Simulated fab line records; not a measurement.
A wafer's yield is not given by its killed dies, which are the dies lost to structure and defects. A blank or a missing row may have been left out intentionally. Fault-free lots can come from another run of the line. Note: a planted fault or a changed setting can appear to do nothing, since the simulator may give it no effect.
Which tool is to blame? -- flow n5Finfet -- Sampling: 9 lots, 24 wafers, 6 of 1938 route steps

== WHAT THE GAUGES READ, wafer by wafer ==
N5_MOL_CONTACT_COAG_INSPECT_97: inspects for defects (darkfield).
lot,measured,on,rawDefectCount
L546,day 5 17:09,defectInspect-02,65 41 45
L551,day 6 21:00,defectInspect-01,54 49 93
L554,day 8 01:43,defectInspect-01,33 52 31
L557,day 8 18:29,defectInspect-02,59 67 55
L562,day 10 05:17,defectInspect-01,65 1042
L563,day 10 08:20,defectInspect-01,33 1199
L564,day 10 13:30,defectInspect-02,37 985
L566,day 10 19:31,defectInspect-02,55 41 50
L567,day 11 03:29,defectInspect-02,37 38 61

N5_BEOL_M4_RC_MEAS_101.
lot,measured,on,DIBL_N (mV/V),DIBL_P (mV/V),IOFF_N (nA/um),IOFF_P (nA/um),ION_N (uA/um),ION_P (uA/um),SS_N (mV/dec),SS_P (mV/dec),VT_N (mV),VT_P (mV)
L546,day 8 04:02,prober-02,36.6 36.5 37.0,35.3 34.2 35.8,0.157 0.150 0.172,0.211 0.201 0.227,666 667 672,463 459 464,71.3 72.1 71.7,72.8 73.1 73.0,249.4 252.6 248.8,-248.3 -251.7 -248.0
L551,day 9 11:40,prober-01,36.4 33.3 35.5,36.7 33.2 35.5,0.144 0.112 0.134,0.225 0.173 0.205,652 676 669,459 465 464,70.8 70.8 71.2,73.0 71.9 72.8,252.7 254.2 252.9,-248.0 -249.8 -250.0
L554,day 10 16:14,prober-01,36.3 36.8 36.5,37.8 38.2 37.6,0.171 0.169 0.159,0.235 0.243 0.227,689 678 676,472 466 464,71.7 71.7 71.7,73.8 72.6 73.7,245.1 248.6 250.6,-249.2 -249.1 -249.4
L557,day 11 07:54,prober-02,37.8 36.2 37.2,36.6 35.0 35.5,0.164 0.148 0.161,0.201 0.183 0.202,673 663 663,456 451 451,71.4 71.5 72.0,73.5 73.3 73.1,248.8 250.9 250.2,-251.1 -253.0 -249.0
L562,day 12 19:00,prober-02,35.6,36.9,0.173,0.209,675,461,72.3,73.1,249.2,-250.9
L563,day 12 17:26,prober-01,32.4,33.5,0.114,0.160,662,455,71.1,72.2,254.5,-253.9
L564,day 12 22:38,prober-01,35.7,35.6,0.168,0.209,691,464,71.4,73.6,247.4,-251.4
L566,day 13 12:11,prober-01,36.0 37.5 36.9,36.4 38.9 38.2,0.163 0.194 0.180,0.219 0.256 0.244,675 671 674,461 460 465,71.3 71.9 71.4,73.2 73.7 73.9,246.9 245.0 247.3,-248.3 -248.7 -248.9
L567,day 13 14:47,prober-02,38.4 39.1 37.7,38.8 39.1 37.5,0.186 0.205 0.175,0.236 0.240 0.207,677 685 684,466 467 463,71.4 72.2 71.6,73.5 73.5 72.5,249.3 246.7 248.6,-249.4 -248.1 -252.9

== TOOL THAT RAN EACH LOT (tool first, then ch and the chambers of the sampled wafers, then the start) ==
lot,N5_MOL_CONTACT_COAG_ETCH_66,N5_MOL_CONTACT_COAG_ETCH_67,N5_MOL_CONTACT_COAG_CMP_52,N5_BEOL_M0_SAQP_PECVD_03
L546,"rieDiel-01 ch 0,3, day 5 12:12","rieDiel-04 ch 0,1, day 5 12:30","cmp-03 ch 0,3, day 5 13:48","pecvd-03 ch 0,2, day 5 18:38"
L551,"rieDiel-03 ch 0,1,3, day 6 16:07","rieDiel-03 ch 1,3, day 6 16:24","cmp-03 ch 0,1,2, day 6 17:40","pecvd-03 ch 0,2, day 6 22:26"
L554,"rieDiel-03 ch 1,2, day 7 18:28","rieDiel-04 ch 0,1,2, day 7 18:46","cmp-04 ch 1,2, day 7 19:41","pecvd-04 ch 0,1,2, day 8 02:58"
L557,"rieDiel-03 ch 2,3, day 8 13:17","rieDiel-03 ch 0,2, day 8 14:10","cmp-01 ch 0,2, day 8 15:08","pecvd-03 ch 0,1,2, day 8 19:24"
L562,"rieDiel-01 ch 2, day 10 00:34","rieDiel-03 ch 1,2, day 10 00:56","cmp-03 ch 1,2, day 10 02:02","pecvd-04 ch 0, day 10 06:24"
L563,"rieDiel-01 ch 1,3, day 10 01:53","rieDiel-03 ch 1,2, day 10 02:17","cmp-03 ch 0,2, day 10 03:19","pecvd-02 ch 1, day 10 09:10"
L564,"rieDiel-01 ch 2,3, day 10 08:48","rieDiel-01 ch 0,3, day 10 09:12","cmp-03 ch 1,2, day 10 10:10","pecvd-04 ch 0, day 10 14:05"
L566,"rieDiel-04 ch 0,2,3, day 10 14:42","rieDiel-01 ch 0,2, day 10 14:59","cmp-04 ch 0,3, day 10 15:55","pecvd-02 ch 1,2, day 10 20:48"
L567,"rieDiel-01 ch 0,2, day 10 22:50","rieDiel-04 ch 1,2,3, day 10 23:08","cmp-04 ch 0,2,3, day 11 00:11","pecvd-02 ch 0,1,2, day 11 07:02"
- N5_MOL_CONTACT_COAG_ETCH_66: etches SiARC in CF4, target depth 13 nm, time 21.7 s.
- N5_MOL_CONTACT_COAG_ETCH_67: etches SOC in N2/H2, target depth 60 nm, overetch 21 nm, time 101.2 s.
- N5_MOL_CONTACT_COAG_CMP_52: polishes, stops on SiO2, t overpolish 1.5 s, target thk 66.5 nm.
- N5_BEOL_M0_SAQP_PECVD_03: deposits SiCN from 3MS/NH3, target thk 12 nm, time 21.1 s.

== AS READ BY THE TOOLS THEMSELVES (means over the sampled wafers that have a number; for cases with no such wafer, the mark the record gives instead) ==
N5_MOL_CONTACT_COAG_ETCH_66.
lot,tool,drypumpMotorCurrentA (A),etchRfOnTimeS (s),oesProductAu (a.u.),rfVppV (V),showerheadPlenumPTorr (Torr),throttleValvePct (%)
L546,rieDiel-01,6.2,21.4,0.78,185.5,2.21,15.60
L551,rieDiel-03,5.9,21.9,0.60,184.0,2.14,15.76
L554,rieDiel-03,5.9,22.0,0.59,184.8,2.12,15.91
L557,rieDiel-03,5.9,22.0,0.61,184.7,2.12,15.77
L562,rieDiel-01,5.9,22.0,0.63,183.7,2.14,15.52
L563,rieDiel-01,6.3,21.6,0.67,184.1,2.15,15.81
L564,rieDiel-01,5.9,22.0,0.67,183.4,2.16,15.60
L566,rieDiel-04,5.6,21.8,0.66,184.2,2.11,15.64
L567,rieDiel-01,6.1,22.0,0.66,185.7,2.18,15.57

N5_MOL_CONTACT_COAG_ETCH_67.
lot,tool,drypumpMotorCurrentA (A),h2FlowSccm (sccm),oesProductAu (a.u.),rfVppV (V),showerheadPlenumPTorr (Torr),throttleValvePct (%)
L546,rieDiel-04,5.6,200.0,0.64,525.3,2.62,18.06
L551,rieDiel-03,6.1,200.8,0.59,523.7,2.51,18.01
L554,rieDiel-04,5.4,199.5,0.62,524.4,2.57,18.05
L557,rieDiel-03,5.6,200.1,0.59,524.5,2.59,17.89
L562,rieDiel-03,5.9,199.8,0.70,522.8,2.51,17.93
L563,rieDiel-03,5.9,199.6,0.69,523.4,2.51,17.92
L564,rieDiel-01,6.2,200.1,0.70,526.4,2.63,17.93
L566,rieDiel-01,6.1,199.5,0.64,524.1,2.59,17.82
L567,rieDiel-04,5.6,200.5,0.66,524.2,2.55,17.99

N5_MOL_CONTACT_COAG_CMP_52.
lot,tool,headPressurePsi (psi),motorCurrentA (A),overpolishRunS (s),slurryFilterDpKPa (kPa),timeToEndpointS (s)
L546,cmp-03,4.007,13.0,1.504,13.36,13.7
L551,cmp-03,3.999,11.3,1.498,13.48,13.0
L554,cmp-04,4.008,12.2,1.484,13.45,10.7
L557,cmp-01,3.990,13.4,1.500,13.60,13.3
L562,cmp-03,4.003,10.6,0.773,13.70,19.9
L563,cmp-03,4.001,12.1,0.775,13.64,20.1
L564,cmp-03,4.000,10.8,0.764,13.50,19.1
L566,cmp-04,4.013,11.1,1.499,13.49,13.7
L567,cmp-04,4.000,11.2,1.502,13.46,14.6

N5_BEOL_M0_SAQP_PECVD_03.
lot,tool,showerheadPlenumPTorr (Torr),throttleValvePct (%)
L546,pecvd-03,3.655,8.8
L551,pecvd-03,3.660,8.9
L554,pecvd-04,3.662,9.3
L557,pecvd-03,3.656,8.8
L562,pecvd-04,3.653,8.8
L563,pecvd-02,3.670,9.4
L564,pecvd-04,3.661,9.1
L566,pecvd-02,3.676,9.1
L567,pecvd-02,3.659,9.0

== THE ANSWER, worked out from the rows above alone ==
Rule: the usual values come from the lots themselves. Put in order of their means at a reading, lots are off if they are a third of the lots or fewer, leave a main group of 4 or more, and stand apart from it by a gap of 3 or more times the standard deviation of the main group's means; of several such gaps the widest counts. Not used: any main group whose means are identical at the precision the tables above print for the reading. A lot without any number at a reading at which 4 lots or more have one is off too. Any other lot the step has rows for is counted as sound. Order of review: gauges by route order, followed by the tools' own readings, for which a lot's mean as printed above is used. At the first step where some lot is off, the reading lying furthest off is the one used; lots without a number count as furthest.
Off, at N5_MOL_CONTACT_COAG_INSPECT_97 on rawDefectCount: L562, L563, L564. Mean 51 and standard deviation 9 in the main group.
A tool fits if, at a process step before that reading, it ran every lot that is off, and no sound lot after the first of them. The gauges at N5_MOL_CONTACT_COAG_INSPECT_97 aren't tried: what is off there is off at N5_MOL_CONTACT_COAG_CMP_52 too, on other tools, and a gauge's error can't cause that. One candidate fits, namely cmp-03 at N5_MOL_CONTACT_COAG_CMP_52. Its last sound lot is L551 (day 6 17:40), its first lot that is off L562 (day 10 02:02): a fault that began between those two fits.
The tool's own readings at N5_MOL_CONTACT_COAG_CMP_52 bear it out: on the lots that are off they differ by more than 5 times the standard deviation of the sound lots' means. overpolishRunS reads 0.771 s there against 1.498 s on the sound lots; timeToEndpointS reads 19.7 s there against 13.2 s on the sound lots.

== WHAT WAS PUT IN BY THE SIMULATOR ==
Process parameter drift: cmp-03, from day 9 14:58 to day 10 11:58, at N5_MOL_CONTACT_COAG_CMP_52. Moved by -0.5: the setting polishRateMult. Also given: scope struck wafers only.
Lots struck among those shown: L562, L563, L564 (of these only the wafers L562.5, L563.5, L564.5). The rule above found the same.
